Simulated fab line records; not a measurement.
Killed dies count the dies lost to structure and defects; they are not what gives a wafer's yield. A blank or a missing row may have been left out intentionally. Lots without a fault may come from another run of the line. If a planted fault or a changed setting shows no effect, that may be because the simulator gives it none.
Matching of chambers :: flow n5 finfet :: N5_MOL_CONTACT_COAG_DESCUM_45 on rie diel-02: 4 sister chambers
The step chemistry O2, time 7 s. 20 wafers are shown with their chamber, then 10 later ones without.

== WAFERS, EACH WITH ITS CHAMBER ==
wafer: L076.1
chamber: 2
drypump motor current A (A): 5.7
showerhead plenum p Torr (Torr): 2.06
throttle valve pct (%): 20.51

wafer: L076.2
chamber: 3
drypump motor current A (A): 5.1
showerhead plenum p Torr (Torr): 2.14
throttle valve pct (%): 20.41

wafer: L076.4
chamber: 2
drypump motor current A (A): 5.7
showerhead plenum p Torr (Torr): 2.06
throttle valve pct (%): 20.54

wafer: L083.2
chamber: 3
drypump motor current A (A): 5.1
showerhead plenum p Torr (Torr): 2.13
throttle valve pct (%): 20.42

wafer: L083.5
chamber: 1
drypump motor current A (A): 6.2
showerhead plenum p Torr (Torr): 2.09
throttle valve pct (%): 20.41

wafer: L083.6
chamber: 2
drypump motor current A (A): 5.7
showerhead plenum p Torr (Torr): 2.06
throttle valve pct (%): 20.54

wafer: L085.2
chamber: 0
drypump motor current A (A): 5.2
showerhead plenum p Torr (Torr): 2.05
throttle valve pct (%): 20.28

wafer: L085.4
chamber: 1
drypump motor current A (A): 6.1
showerhead plenum p Torr (Torr): 2.09
throttle valve pct (%): 20.42

wafer: L085.5
chamber: 3
drypump motor current A (A): 5.1
showerhead plenum p Torr (Torr): 2.13
throttle valve pct (%): 20.42

wafer: L086.1
chamber: 3
drypump motor current A (A): 5.1
showerhead plenum p Torr (Torr): 2.13
throttle valve pct (%): 20.43

wafer: L086.2
chamber: 0
drypump motor current A (A): 5.2
showerhead plenum p Torr (Torr): 2.05
throttle valve pct (%): 20.29

wafer: L086.6
chamber: 1
drypump motor current A (A): 6.1
showerhead plenum p Torr (Torr): 2.09
throttle valve pct (%): 20.43

wafer: L087.1
chamber: 3
drypump motor current A (A): 5.1
showerhead plenum p Torr (Torr): 2.13
throttle valve pct (%): 20.44

wafer: L087.3
chamber: 0
drypump motor current A (A): 5.2
showerhead plenum p Torr (Torr): 2.05
throttle valve pct (%): 20.29

wafer: L087.4
chamber: 2
drypump motor current A (A): 5.8
showerhead plenum p Torr (Torr): 2.06
throttle valve pct (%): 20.55

wafer: L088.1
chamber: 1
drypump motor current A (A): 6.1
showerhead plenum p Torr (Torr): 2.08
throttle valve pct (%): 20.44

wafer: L088.4
chamber: 2
drypump motor current A (A): 5.8
showerhead plenum p Torr (Torr): 2.05
throttle valve pct (%): 20.56

wafer: L088.5
chamber: 1
drypump motor current A (A): 6.1
showerhead plenum p Torr (Torr): 2.08
throttle valve pct (%): 20.44

wafer: L090.1
chamber: 1
drypump motor current A (A): 6.2
showerhead plenum p Torr (Torr): 2.08
throttle valve pct (%): 20.43

wafer: L090.3
chamber: 3
drypump motor current A (A): 5.1
showerhead plenum p Torr (Torr): 2.13
throttle valve pct (%): 20.44

SIGNATURES (means of the wafers above)
reading: drypump motor current A
chamber 0: 5.200
chamber 1: 6.133
chamber 2: 5.740
chamber 3: 5.100
scatter within a chamber: 0.0398

reading: showerhead plenum p Torr
chamber 0: 2.0500
chamber 1: 2.0850
chamber 2: 2.0580
chamber 3: 2.1317
scatter within a chamber: 0.00443

reading: throttle valve pct
chamber 0: 20.2867
chamber 1: 20.4283
chamber 2: 20.5400
chamber 3: 20.4267
scatter within a chamber: 0.0134
Rule: a wafer lies at a distance from a chamber equal to the root of the sum of squares, over the readings, of (its reading less the chamber's mean, divided by the reading's scatter). If the next closest chamber is less than 2 further off than the closest, the wafer can't be placed; otherwise it belongs to the closest. The scatter is the square root of a quotient: the sum, over the shown wafers, of each reading's squared deviation from its chamber's mean, divided by wafers minus chambers.

== WAFERS WITHOUT THEIR CHAMBER ==
wafer: L090.6
drypump motor current A (A): 5.1
showerhead plenum p Torr (Torr): 2.13
throttle valve pct (%): 20.47

wafer: L091.2
drypump motor current A (A): 5.3
showerhead plenum p Torr (Torr): 2.04
throttle valve pct (%): 20.31

wafer: L091.4
drypump motor current A (A): 5.7
showerhead plenum p Torr (Torr): 2.05
throttle valve pct (%): 20.58

wafer: L091.5
drypump motor current A (A): 6.2
showerhead plenum p Torr (Torr): 2.08
throttle valve pct (%): 20.47

wafer: L094.3
drypump motor current A (A): 5.7
showerhead plenum p Torr (Torr): 2.05
throttle valve pct (%): 20.60

wafer: L094.5
drypump motor current A (A): 5.2
showerhead plenum p Torr (Torr): 2.04
throttle valve pct (%): 20.32

wafer: L094.6
drypump motor current A (A): 6.2
showerhead plenum p Torr (Torr): 2.08
throttle valve pct (%): 20.46

wafer: L096.1
drypump motor current A (A): 5.2
showerhead plenum p Torr (Torr): 2.04
throttle valve pct (%): 20.33

wafer: L096.4
drypump motor current A (A): 5.1
showerhead plenum p Torr (Torr): 2.12
throttle valve pct (%): 20.46

wafer: L096.5
drypump motor current A (A): 6.2
showerhead plenum p Torr (Torr): 2.08
throttle valve pct (%): 20.47

== WHICH CHAMBER EACH ONE RAN IN ==
wafer: L090.6
from the rows above: 3
in truth: 3

wafer: L091.2
from the rows above: 0
in truth: 0

wafer: L091.4
from the rows above: 2
in truth: 2

wafer: L091.5
from the rows above: 1
in truth: 1

wafer: L094.3
from the rows above: 2
in truth: 2

wafer: L094.5
from the rows above: 0
in truth: 0

wafer: L094.6
from the rows above: 1
in truth: 1

wafer: L096.1
from the rows above: 0
in truth: 0

wafer: L096.4
from the rows above: 3
in truth: 3

wafer: L096.5
from the rows above: 1
in truth: 1
10 of 10 placed correctly. Not placeable from these rows: 0. Wrongly placed: 0.
